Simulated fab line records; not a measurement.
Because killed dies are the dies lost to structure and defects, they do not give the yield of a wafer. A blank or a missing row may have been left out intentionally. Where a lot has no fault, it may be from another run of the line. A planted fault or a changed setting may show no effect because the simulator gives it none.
Chamber matching | flow nand_harc | NHARC_A_CONTACT_ALD_18 on ald_metal-02 has 4 sister chambers
The step deposits TiN, target thk 3 nm, pulse time 1 s, ald cycles 150. 7 wafers are shown with their chamber, then 7 later ones without.

## WAFERS, EACH WITH ITS CHAMBER
wafer  | chamber | heater_power_outer_w (W) | heater_power_w (W)
L075.2 | 3       | 667                      | 1131
L078.2 | 0       | 603                      | 1019
L078.5 | 1       | 739                      | 1114
L087.5 | 1       | 749                      | 1155
L087.6 | 2       | 690                      | 1051
L092.1 | 2       | 720                      | 1050
L092.3 | 3       | 675                      | 1115

## WAFERS WITH NO CHAMBER GIVEN
wafer  | heater_power_outer_w (W) | heater_power_w (W)
L092.6 | 567                      | 976
L090.3 | 705                      | 1084
L090.4 | 566                      | 946
L090.5 | 572                      | 958
L096.3 | 584                      | 969
L096.5 | 570                      | 968
L096.6 | 754                      | 1168

## EACH ONE'S CHAMBER
wafer  | from the rows above     | in truth
L092.6 | 0                       | 0
L090.3 | can't be placed: 2 or 3 | 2
L090.4 | 0                       | 0
L090.5 | 0                       | 0
L096.3 | 0                       | 0
L096.5 | 0                       | 0
L096.6 | 1                       | 1
Correct placement for 6 of the 7. Unplaceable from these rows: 1, with the true chamber sitting among the candidates in 1. Number placed wrongly: 0.
How it was worked out, from the rows above alone: a wafer's distance from a chamber is the root of the sum, over the readings, of the square of ((its reading less the chamber's mean) divided by the reading's scatter). If the next closest chamber is less than 2 further off than the closest, the wafer can't be placed; otherwise it belongs to the closest. Each chamber's mean is taken over the wafers shown for it. The scatter is the square root of a quotient: the sum, over the shown wafers, of each reading's squared deviation from its chamber's mean, divided by wafers minus chambers.
